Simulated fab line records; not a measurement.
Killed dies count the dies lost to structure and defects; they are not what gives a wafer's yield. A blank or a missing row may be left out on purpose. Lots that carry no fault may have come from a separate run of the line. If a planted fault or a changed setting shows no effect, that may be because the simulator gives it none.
fab line records	flow n5Finfet
[record] lots = 6	wafers = 18	lastDay = 17
route steps=1938 shown FIN_SAQP@130 BEOL_M4@1111 PASSIVATION@1936
lots that met no fault: from a run of the same line without faults
startH: the number of hours between the record's first day and the start of the first shown wafer of the lot	waitH: hours from the lot's prior step to this one	" as in the row above	L1.1+2: a single row standing in for several wafers	- no value, or no start was given	* or withheld: withheld	< > ~ a bound
route shown NAME@n: a module of which the file shows steps, and the number in the route of the first	usual: mean/standard deviation of fault-free wafers	same: alike in all rows	chamber/n: place in a boat	sites: the reading at each site	_std_site: standard deviation across them	_edge_site: the outer-site mean with the inner-site mean subtracted	radiusMm: how far each site lies from the wafer's centre	mask NAME#n: copy n	behind: the most recent tool/chamber to have shaped the wafer	hold: reason for holding the lot/hours on hold/outcome of the hold	device: the transistor (n, p or np) that didn't switch	end of line: the tests these same wafers got at the end of their route	where a step has no rows: the recipe by itself	killed: count of dies lost to structure and defects at first sort (not the wafer's yield)	map: per-die view of a wafer (x killed, . not killed, _ where there is no die)
set.NAME: the run value of the setting; set.NAME@STEP: its run value at that earlier step	model.NAME: the simulator's own value behind a step, which no gauge read
a table for each step, a row for each wafer; lots at some steps of the route
services: the hour from which a tool's chamber was out of use, counted from the record's first day as startH (under 0 if before that day), plus the number of hours and why
[[steps]]
[step N5_FIN_SAQP_ETCH_65]
[recipe] chemistry = CF4	target = SiO2	targetDepthA = 40	ionEnergyEv = 350	timeS = 4.4	pressureMtorr = 10	icpW = 800	biasW = 400	cf4FlowSccm = 80
[usual] chamberPressureMTorr = 10.000/0.0089	drypumpMotorCurrentA = 5.7/0.34	oesProductAu = 1.000/0.018	throttleValvePct = 21.82/0.25
lot.wafer	tool	chamber	startH	waitH	chamberPressureMTorr	drypumpMotorCurrentA	oesProductAu	rfHoursCounterH	throttleValvePct
L162.2	rieSi-05	0	42.51	0.1	10.001	5.9	1.003	142	22.13
L162.4	"	2	"	"	9.998	5.4	1.020	-	22.12
L162.6	"	3	"	"	10.001	5.4	1.000	-	21.66
L164.1	rieSi-05	3	54.14	0.1	9.998	5.5	1.000	180	21.66
L164.4	"	3	"	"	9.993	5.5	1.001	-	21.65
L164.5	"	0	"	"	10.010	5.9	1.000	-	22.14
L167.2	rieSi-04	3	72.11	0.1	10.005	5.7	0.995	62	21.64
L167.3	"	1	"	"	9.998	5.3	0.991	39	22.14
L167.5	"	2	"	"	9.997	5.6	0.966	-	21.86
L169.1	rieSi-05	2	83.97	0.1	9.995	5.4	1.010	69	22.12
L169.3	"	3	"	"	10.005	5.4	0.992	181	21.66
L169.4	"	0	"	"	9.998	5.9	1.006	144	22.13
L180.1	rieSi-04	0	151.69	0.1	9.987	5.6	1.021	112	21.56
L180.4	"	2	"	"	9.996	5.6	0.973	109	21.87
L180.6	"	1	"	"	9.996	5.3	0.998	-	22.16
L182.1	rieSi-04	3	162.92	0.1	9.988	5.8	1.006	63	21.64
L182.2	"	2	"	"	9.995	5.7	0.980	109	21.86
L182.3	"	0	"	"	9.978	5.6	1.019	113	21.57
[step N5_FIN_SAQP_MANDREL_ETCH_58]
[recipe] chemistry = HBr/Cl2	target = a-Si	targetDepthA = 450	btTimeS = 10	stopOn = SiNx	maskMaterial = SiO2	overEtchFrac = 0.8	timeS = 27	pressureMtorr = 10	icpW = 800	biasW = 75	HBr_flow_sccm = 150	Cl2_flow_sccm = 80	ends = endPoint
[usual] chamberPressureMTorr = 10.001/0.01	drypumpMotorCurrentA = 5.7/0.34	oesProductAu = 0.697/0.013	throttleValvePct = 35.64/0.29
lot.wafer	tool	chamber	startH	waitH	chamberPressureMTorr	drypumpMotorCurrentA	oesProductAu	rfHoursCounterH	throttleValvePct
L162.2	rieSi-05	0	42.54	0.0	10.003	5.9	0.708	142	36.04
L162.4	"	2	"	"	10.002	5.4	0.690	-	35.88
L162.6	"	3	"	"	10.007	5.5	0.687	-	35.56
L164.1	rieSi-05	3	54.17	0.0	10.005	5.5	0.691	180	35.57
L164.4	"	3	"	"	9.995	5.5	0.699	-	35.55
L164.5	"	0	"	"	10.000	5.9	0.716	-	36.03
L167.2	rieSi-04	3	72.14	0.0	9.999	5.7	0.701	62	35.34
L167.3	"	1	"	"	10.000	5.3	0.700	39	35.86
L167.5	"	2	"	"	10.003	5.7	0.675	-	35.65
L169.1	rieSi-05	2	84.01	0.0	10.018	5.3	0.680	69	35.91
L169.3	"	3	"	"	9.998	5.5	0.696	181	35.55
L169.4	"	0	"	"	10.016	5.9	0.695	144	36.05
L180.1	rieSi-04	0	151.73	0.0	10.007	5.6	0.703	112	35.34
L180.4	"	2	"	"	10.001	5.7	0.677	109	35.65
L180.6	"	1	"	"	10.001	5.3	0.701	-	35.86
L182.1	rieSi-04	3	162.95	0.0	10.002	5.7	0.699	63	35.36
L182.2	"	2	"	"	9.989	5.7	0.672	109	35.64
L182.3	"	0	"	"	10.009	5.6	0.712	113	35.33
[step N5_FIN_SAQP_RECESS_63]
[recipe] chemistry = HF/NH3	target = SiO2	targetDepthA = 180	afsCycles = 3	tempC = 30	sublimationTempC = 180	sublimationTimeS = 60
[step N5_FIN_SAQP_COAT_68]
[recipe] resist = SOC	tempC = 250	timeS = 60	spinRpm = 1500	resistThkNm = 100
[step N5_FIN_SAQP_ETCH_69]
[recipe] chemistry = N2/H2	target = SOC	targetDepthA = 1500	stopOn = SiNx	ionEnergyEv = 100	biasW = 61	pressureMtorr = 30	sourceW = 850	n2FlowSccm = 200	h2FlowSccm = 200
[usual] chamberPressureMTorr = 30.001/0.025	drypumpMotorCurrentA = 5.9/0.49	oesProductAu = 0.76/0.061	rfVppV = 241.0/1.3	showerheadPlenumPTorr = 2.57/0.087	throttleValvePct = 17.77/0.24
lot.wafer	tool	chamber	startH	waitH	chamberPressureMTorr	drypumpMotorCurrentA	oesProductAu	rfHoursCounterH	rfVppV	showerheadPlenumPTorr	throttleValvePct
L162.2	rieDiel-05	0	43.31	-	30.025	5.2	0.74	171	240.5	2.64	17.84
L162.4	"	3	"	"	29.980	5.4	0.75	138	240.3	2.56	17.89
L162.6	"	2	"	"	30.005	6.3	0.74	-	240.3	2.55	17.92
L164.1	rieDiel-05	0	54.76	-	30.014	5.2	0.73	175	241.6	2.63	17.85
L164.4	"	2	"	"	30.048	6.3	0.73	149	240.0	2.55	17.92
L164.5	"	1	"	"	30.004	6.2	0.73	-	241.8	2.52	17.91
L167.2	rieDiel-05	2	72.67	-	30.005	6.3	0.73	155	239.5	2.55	17.94
L167.3	"	1	"	"	29.976	6.1	0.73	201	239.2	2.52	17.90
L167.5	"	3	"	"	29.996	5.4	0.75	-	241.3	2.55	17.92
L169.1	rieDiel-03	3	84.54	-	30.003	6.3	0.80	100	240.9	2.45	17.56
L169.3	"	1	"	"	29.988	5.7	0.82	71	241.8	2.68	17.27
L169.4	"	2	"	"	30.015	6.6	0.72	-	240.6	2.64	18.17
L180.1	rieDiel-03	0	152.26	-	29.957	6.3	0.90	18	240.7	2.48	17.56
L180.4	"	2	"	"	29.966	6.6	0.71	199	241.9	2.63	18.20
L180.6	"	3	"	"	30.023	6.3	0.78	-	240.8	2.44	17.58
L182.1	rieDiel-01	3	163.49	-	29.993	5.1	0.81	58	242.2	2.70	17.59
L182.2	"	1	"	"	30.012	6.1	0.71	191	239.2	2.42	17.65
L182.3	"	2	"	"	30.032	5.4	0.82	68	243.1	2.69	17.58
[step N5_FIN_SAQP_ETCH_67]
[recipe] chemistry = CH3F/O2	target = SiNx	targetDepthA = 300	maskMaterial = SOC	pressureMtorr = 30	sourceW = 395	biasW = 73	Ar_flow_sccm = 150	CH3F_flow_sccm = 30	O2_flow_sccm = 20	ionEnergyEv = 120
[step N5_FIN_SAQP_STRIP_70]
[recipe] chemistry = N2/H2	powerW = 500	tempC = 40	pressureMtorr = 50	rfFrequencyHz = 6e+07	overashFraction = 0.3	biasPowerW = 28	h2Frac = 0.5	n2FlowSccm = 300	h2FlowSccm = 300
[usual] biasPowerW = 27.99/0.087	chamberPressureMTorr = 49.99/0.047	drypumpMotorCurrentA = 5.9/0.49	oesProductAu = 0.77/0.062	rfVppV = 122.0/1.1	showerheadPlenumPTorr = 3.39/0.11	throttleValvePct = 18.9/0.35
lot.wafer	tool	chamber	startH	waitH	biasPowerW	chamberPressureMTorr	drypumpMotorCurrentA	oesProductAu	rfHoursCounterH	rfVppV	showerheadPlenumPTorr	throttleValvePct
L162.2	rieDiel-05	0	43.41	0.0	28.06	50.04	5.2	0.74	171	123.3	3.48	19.0
L162.4	"	3	"	"	28.19	50.02	5.4	0.77	138	122.0	3.38	18.9
L162.6	"	2	"	"	28.09	50.03	6.3	0.74	-	121.2	3.37	19.1
L164.1	rieDiel-05	0	54.86	0.0	28.00	49.98	5.2	0.75	175	121.8	3.47	19.0
L164.4	"	2	"	"	28.06	50.03	6.3	0.74	149	121.4	3.37	19.1
L164.5	"	1	"	"	28.02	50.06	6.2	0.74	-	125.2	3.33	19.2
L167.2	rieDiel-05	2	72.77	0.0	27.92	49.92	6.3	0.74	155	121.4	3.36	19.1
L167.3	"	1	"	"	27.88	49.97	6.1	0.72	201	121.7	3.33	19.2
L167.5	"	3	"	"	28.04	50.06	5.4	0.76	-	121.0	3.37	18.9
L169.1	rieDiel-03	3	84.64	0.0	28.03	49.98	6.3	0.81	100	120.6	3.24	18.5
L169.3	"	1	"	"	27.83	50.09	5.7	0.82	71	122.3	3.53	18.1
L169.4	"	2	"	"	28.10	49.96	6.6	0.72	-	122.0	3.48	19.5
L180.1	rieDiel-03	0	152.36	0.0	27.88	49.98	6.3	0.92	18	121.6	3.29	18.5
L180.4	"	2	"	"	27.96	49.98	6.6	0.72	199	121.4	3.47	19.5
L180.6	"	3	"	"	28.01	49.91	6.3	0.79	-	120.3	3.23	18.5
L182.1	rieDiel-01	3	163.59	0.0	28.01	50.00	5.2	0.81	58	123.6	3.55	19.0
L182.2	"	1	"	"	28.11	49.96	6.1	0.72	191	120.8	3.21	18.6
L182.3	"	2	"	"	27.86	50.02	5.4	0.83	68	122.7	3.54	18.8
[step N5_FIN_SAQP_RECESS_71]
[recipe] chemistry = HF/NH3	target = SiO2	targetDepthA = 30	afsCycles = 1	tempC = 30	sublimationTempC = 180	sublimationTimeS = 60
[usual] drypumpMotorCurrentA = 6.2/0.3
lot.wafer	tool	chamber	startH	waitH	drypumpMotorCurrentA
L162.2	vaporEtch-02	0	43.47	0.0	5.8
L162.4	"	0	"	"	5.8
L162.6	"	0	"	"	5.8
L164.1	vaporEtch-01	0	54.92	0.0	6.7
L164.4	"	0	"	"	6.6
L164.5	"	1	"	"	6.1
L167.2	vaporEtch-02	1	72.83	0.0	6.1
L167.3	"	1	"	"	6.2
L167.5	"	1	"	"	6.1
L169.1	vaporEtch-02	0	84.70	0.0	5.8
L169.3	"	0	"	"	5.8
L169.4	"	1	"	"	6.2
L180.1	vaporEtch-01	1	152.42	0.0	6.1
L180.4	"	1	"	"	6.1
L180.6	"	0	"	"	6.6
L182.1	vaporEtch-01	0	163.79	0.2	6.6
L182.2	"	1	"	"	6.1
L182.3	"	1	"	"	6.2
[step N5_FIN_SAQP_SPACER2_ALD_28]
[recipe] material = SiO2	targetThkA = 81	tempC = 300	aldPrecursorFamily = BDEAS	aldCoReactant = O2-plasma	pulseTimeS = 1	purgeTimeS = 2	coReactantPurgeTimeS = 2	pressureTorr = 2
[step N5_FIN_SAQP_SPACER2_ETCHBACK_29]
[recipe] chemistry = CHF3/O2	mode = anisotropicEtchback	target = SiO2	targetDepthA = 122	timeS = 6.1	pressureMtorr = 30	sourceW = 650	biasW = 170	Ar_flow_sccm = 200	CHF3_flow_sccm = 50	O2_flow_sccm = 5	ionEnergyEv = 200
[step N5_FIN_SAQP_MANDREL2_REMOVE_60]
[recipe] chemistry = HBr/Cl2/O2	btTimeS = 10	target = a-Si	stopOn = SiNx	endpoint = OES-SiCl	overEtchFrac = 1	icpW = 600	biasW = 22	HBr_flow_sccm = 150	Cl2_flow_sccm = 80	O2_flow_sccm = 5	pressureMtorr = 10
[step N5_FIN_SAQP_CD_MEAS_31]
[recipe] targetCdNm = 8	landingEnergyEv = 1000	detector = seInlens	polarity = line
[usual] cdNm = 8.11/0.21
lot.wafer	tool	chamber	startH	waitH	cdNm
L162.2	cdSem-02	0	44.14	0.1	8.07
L162.4	"	0	"	"	8.31
L162.6	"	0	"	"	8.04
L164.1	cdSem-02	0	55.59	0.1	8.10
L164.4	"	0	"	"	8.24
L164.5	"	0	"	"	8.60
L167.2	cdSem-02	0	74.44	0.1	8.00
L167.3	"	0	"	"	8.28
L167.5	"	0	"	"	8.24
L169.1	cdSem-03	0	88.54	0.1	8.02
L169.3	"	0	"	"	8.05
L169.4	"	0	"	"	8.54
L180.1	cdSem-03	0	153.93	0.1	8.17
L180.4	"	0	"	"	8.41
L180.6	"	0	"	"	8.27
L182.1	cdSem-03	0	164.46	0.1	8.23
L182.2	"	0	"	"	7.82
L182.3	"	0	"	"	8.09
[step N5_FIN_SAQP_HM_OPEN_33]
[recipe] chemistry = CH3F/O2	target = SiNx	maskMaterial = SiO2	targetDepthA = 494	timeS = 70.6	pressureMtorr = 30	sourceW = 395	biasW = 73	Ar_flow_sccm = 150	CH3F_flow_sccm = 30	O2_flow_sccm = 20	ionEnergyEv = 120	ends = cleared
[usual] chamberPressureMTorr = 30.001/0.029	drypumpMotorCurrentA = 5.8/0.49	etchRfOnTimeS = 69.6/1	oes_f_703_au = 0.77/0.063	oesProductAu = 0.66/0.055	rfVppV = 296.1/2.5	showerheadPlenumPTorr = 2.03/0.072	throttleValvePct = 16.25/0.2
lot.wafer	tool	chamber	startH	waitH	chamberPressureMTorr	drypumpMotorCurrentA	etchRfOnTimeS	oes_f_703_au	oesProductAu	rfHoursCounterH	rfVppV	showerheadPlenumPTorr	throttleValvePct
L162.2	rieDiel-03	0	44.18	0.0	29.964	6.3	68.6	0.68	0.57	243	292.6	1.97	16.58
L162.4	"	1	"	"	30.019	5.7	68.2	0.85	0.73	54	297.8	2.13	15.96
L162.6	"	0	"	"	30.036	6.3	69.3	0.68	0.57	-	292.2	1.97	16.57
L164.1	rieDiel-01	1	55.63	0.0	30.028	6.1	69.7	0.75	0.64	151	295.6	1.92	16.21
L164.4	"	3	"	"	29.978	5.1	70.1	0.87	0.77	17	299.7	2.13	15.92
L164.5	"	3	"	"	29.987	5.1	70.4	0.88	0.76	-	295.9	2.13	15.92
L167.2	rieDiel-05	1	74.49	0.0	29.993	6.2	67.8	0.74	0.62	201	295.1	1.98	16.37
L167.3	"	2	"	"	29.967	6.3	69.5	0.74	0.63	155	292.0	2.00	16.44
L167.5	"	2	"	"	30.020	6.3	70.0	0.74	0.62	-	291.5	2.00	16.43
L169.1	rieDiel-05	3	88.59	0.0	29.990	5.4	69.9	0.74	0.64	154	294.6	2.00	16.43
L169.3	"	0	"	"	29.963	5.2	69.7	0.74	0.63	186	296.0	2.07	16.39
L169.4	"	1	"	"	30.042	6.2	68.5	0.74	0.62	205	293.3	1.98	16.39
L180.1	rieDiel-01	2	154.01	0.1	30.036	5.4	67.7	0.83	0.72	64	300.2	2.12	16.05
L180.4	"	0	"	"	30.017	5.5	71.7	0.69	0.58	247	299.8	2.05	16.21
L180.6	"	3	"	"	30.009	5.1	93.0	0.81	0.60	-	298.4	2.11	15.99
L182.1	rieDiel-01	3	164.60	0.1	29.951	5.1	70.5	0.81	0.69	59	298.5	2.11	16.02
L182.2	"	2	"	"	29.979	5.4	69.4	0.83	0.71	69	299.9	2.12	16.07
L182.3	"	1	"	"	29.977	6.1	96.6	0.71	0.53	192	293.8	1.91	16.29
[step N5_FIN_SAQP_ETCH_34]
[recipe] chemistry = C4F6/O2	target = SiO2	targetDepthA = 450	timeS = 15	ionEnergyEv = 250	pressureMtorr = 30	sourceW = 345	biasW = 185	Ar_flow_sccm = 300	C4F6_flow_sccm = 10	O2_flow_sccm = 10	ends = cleared
[step N5_BEOL_M4_RC_MEAS_101]
[usual] DIBL_N = 36.3/1.4	DIBL_P = 35.7/1.5	IOFF_N = 0.155/0.022	IOFF_P = 0.204/0.027	ION_N = 671/9	ION_P = 459/6.2	SS_N = 71.5/0.54	SS_P = 73.1/0.56	VT_N = 250.2/2.6	VT_P = -251/3.3
lot.wafer	tool	chamber	startH	waitH	DIBL_N[mV/V]	DIBL_P[mV/V]	IOFF_N[nA/um]	IOFF_P[nA/um]	ION_N[uA/um]	ION_P[uA/um]	SS_N[mV/dec]	SS_P[mV/dec]	VT_N[mV]	VT_P[mV]
L162.2	prober-02	0	189.28	0.2	36.4	36.6	0.172	0.187	686	458	71.3	72.9	246.6	-255
L162.4	"	0	"	"	37.3	37.7	0.193	0.204	680	460	71.7	73.3	246.3	-249
L162.6	"	0	"	"	36.6	36.6	0.175	0.199	688	465	70.5	73.0	246.0	-252
L164.1	prober-01	0	192.01	0.5	36.0	35.3	0.150	0.212	667	462	71.3	72.4	250.2	-250
L164.4	"	0	"	"	36.3	36.4	0.172	0.219	675	464	70.9	73.1	247.4	-248
L164.5	"	0	"	"	36.5	35.3	0.163	0.215	677	465	71.1	73.4	248.7	-246
L167.2	prober-02	0	227.01	0.2	34.1	34.7	0.141	0.209	677	469	71.1	73.3	250.9	-249
L167.3	"	0	"	"	34.7	35.2	0.147	0.224	672	464	72.2	73.5	250.2	-251
L167.5	"	0	"	"	34.5	34.8	0.141	0.210	679	464	70.9	73.1	249.0	-247
L169.1	prober-01	0	238.10	0.0	38.1	39.4	0.200	0.238	681	463	72.1	73.5	247.1	-251
L169.3	"	0	"	"	35.9	35.0	0.148	0.175	666	448	71.5	72.6	254.7	-254
L169.4	"	0	"	"	37.3	37.0	0.174	0.206	681	462	71.2	73.8	247.6	-251
L180.1	prober-02	0	294.09	0.0	35.7	36.3	0.154	0.220	671	460	71.2	72.6	247.2	-248
L180.4	"	0	"	"	35.1	35.1	0.143	0.213	666	460	71.6	72.6	251.1	-249
L180.6	"	0	"	"	36.3	36.7	0.161	0.225	665	460	71.8	73.5	249.2	-247
L182.1	prober-01	0	307.18	0.0	36.2	35.0	0.150	0.181	667	449	71.7	72.0	252.0	-255
L182.2	"	0	"	"	36.1	34.8	0.150	0.182	665	453	71.3	72.3	251.1	-255
L182.3	"	0	"	"	35.6	35.9	0.145	0.186	670	461	71.3	72.7	251.7	-253
[step N5_PASSIVATION_PROBE_49]
[usual] defectLimitedYield = 91.0/1.5	killed_at_M0_to_M3 = 36/12	killed_at_M4_up = 14/5.5	killedAtContacts = 11/4.8	killedAtFrontEnd = 42/12	killedAtOther = 3.7/2.7	killedDies = 106/18	killedOpen = 70/13	killedShort = 35/8.2	sort_bin_5_function = 5.3/1	sort_bin_6_memory = 3.3/0.69	sortNPass = 1074/18	sortYieldPct = 91.0/1.5
[same] grossDies = 1180	killedAtBackSide = 0	sort_bin_4_leakage[%] = 0	sort_bin_8_speed[%] = 0
lot.wafer	tool	chamber	startH	waitH	defectLimitedYield[%]	killed_at_M0_to_M3	killed_at_M4_up	killedAtContacts	killedAtFrontEnd	killedAtOther	killedDies	killedOpen	killedShort	sort_bin_5_function[%]	sort_bin_6_memory[%]	sortNPass	sortYieldPct[%]
L162.2	prober-02	-	299.95	0.1	90.2	45	8	9	52	2	116	83	32	5.1	4.2	1064	90.2
L162.4	prober-02	-	300.05	0.2	90.3	46	9	10	47	3	115	75	40	5.2	4.3	1065	90.3
L162.6	prober-02	-	300.15	0.3	88.2	55	13	4	65	2	139	86	53	6.9	4.5	1041	88.2
L180.1	prober-01	-	389.11	0.0	91.8	33	8	9	46	1	97	65	30	4.8	3.1	1083	91.8
L180.4	prober-01	-	389.26	0.2	91.8	37	14	17	27	2	97	67	28	4.8	3.3	1083	91.8
L180.6	prober-01	-	389.36	0.3	91.0	45	13	19	26	3	106	67	39	4.9	3.7	1074	91.0
// killed by level:class
L162.2 BEOL_M3:geometricParticle:open=13 FIN_SAQP:geometricParticle:open=11 BEOL_M1:geometricParticle:open=10 STI_FIN_REVEAL:geometricParticle:open=8 FIN_SAQP:geometricParticle:short=7 GATE_CUT:geometricParticle:short=7 MOL_CONTACT_COAG:geometricParticle:open=7 BEOL_M0_SAQP:geometricParticle:open=6
L162.4 BEOL_M0_SAQP:geometricParticle:open=14 FIN_SAQP:geometricParticle:open=12 STI_FIN_REVEAL:geometricParticle:open=11 BEOL_M0_SAQP:geometricParticle:short=9 BEOL_M3:geometricParticle:open=8 MOL_CONTACT_COAG:geometricParticle:open=7 FIN_SAQP:geometricParticle:short=5 GATE_CUT:geometricParticle:short=5
L162.6 FIN_SAQP:geometricParticle:open=21 FIN_SAQP:geometricParticle:short=16 BEOL_M0_SAQP:geometricParticle:short=12 BEOL_M0:geometricParticle:open=9 BEOL_M0_SAQP:geometricParticle:open=8 BEOL_M1:geometricParticle:open=6 BEOL_M2:geometricParticle:open=6 STARTING-WAFER:geometricParticle:open=6
L180.1 FIN_SAQP:geometricParticle:open=13 BEOL_M0_SAQP:geometricParticle:short=10 STI_FIN_REVEAL:geometricParticle:open=9 BEOL_M0_SAQP:geometricParticle:open=9 STARTING-WAFER:geometricParticle:short=8 DUMMY_GATE:geometricParticle:open=7 MOL_CONTACT_COAG:geometricParticle:open=7 BEOL_M2:geometricParticle:open=6
L180.4 MOL_CONTACT_COAG:geometricParticle:open=11 BEOL_M0_SAQP:geometricParticle:open=9 BEOL_M2:geometricParticle:open=9 BEOL_M0_SAQP:geometricParticle:short=8 BEOL_M4:geometricParticle:open=8 FIN_SAQP:geometricParticle:open=7 MOL_CONTACT_COAG:geometricParticle:short=6 DUMMY_GATE:geometricParticle:open=4
L180.6 BEOL_M0_SAQP:geometricParticle:open=15 BEOL_M0_SAQP:geometricParticle:short=13 MOL_CONTACT_COAG:geometricParticle:open=10 BEOL_M2:geometricParticle:open=10 MOL_CONTACT_COAG:geometricParticle:short=9 FIN_SAQP:geometricParticle:open=6 BEOL_M4:geometricParticle:open=5 FIN_SAQP:geometricParticle:short=4
[[services]]
tool	chamber	startH	hours	kind
rieDiel-01	2	20.17	2.8	repair
rieDiel-05	2	33.36	5.6	repair
rieSi-04	-	35.60	0.5	repair
rieSi-04	-	36.99	4.3	pm
rieSi-05	1	42.35	-	clean
rieSi-05	1	42.35	17.9	scheduledDown
rieSi-05	1	42.35	17.9	ventCycle
rieSi-04	3	45.37	6.6	repair
rieDiel-03	-	46.60	2.1	repair
rieDiel-03	0	65.64	-	clean
rieDiel-03	0	65.64	-	consumableReplace:focusRing
rieDiel-03	0	65.64	25.5	scheduledDown
rieDiel-03	0	65.64	25.5	ventCycle
vaporEtch-02	-	86.21	0.3	repair
rieDiel-03	-	94.92	10.0	pm
rieSi-04	3	107.88	9.0	repair
rieDiel-03	3	109.32	3.6	repair
rieDiel-03	2	134.14	4.8	repair
rieDiel-01	0	162.56	-	clean
rieDiel-01	0	162.56	-	consumableReplace:esc
rieDiel-01	0	162.56	-	consumableReplace:focusRing
rieDiel-01	0	162.56	21.0	scheduledDown
rieDiel-01	0	162.56	21.0	ventCycle
[[key]]
[firstSign] step = N5_FIN_SAQP_HM_OPEN_33	reading = etchRfOnTimeS	direction = up	sigmas = 24	usual = *	struck = *
effect none on later readings
metAt N5_FIN_SAQP_HM_OPEN_33
struckWafers L180.6,L182.3
onsetBetween 55.63 154.01
[fault] kind = processParameterDrift	tool = rieDiel-01	chamber = -	onsetH = 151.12	steps = N5_FIN_SAQP_HM_OPEN_33	channel = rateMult	offset = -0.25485	shape = step	endH = 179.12	scope = struckWafersOnly
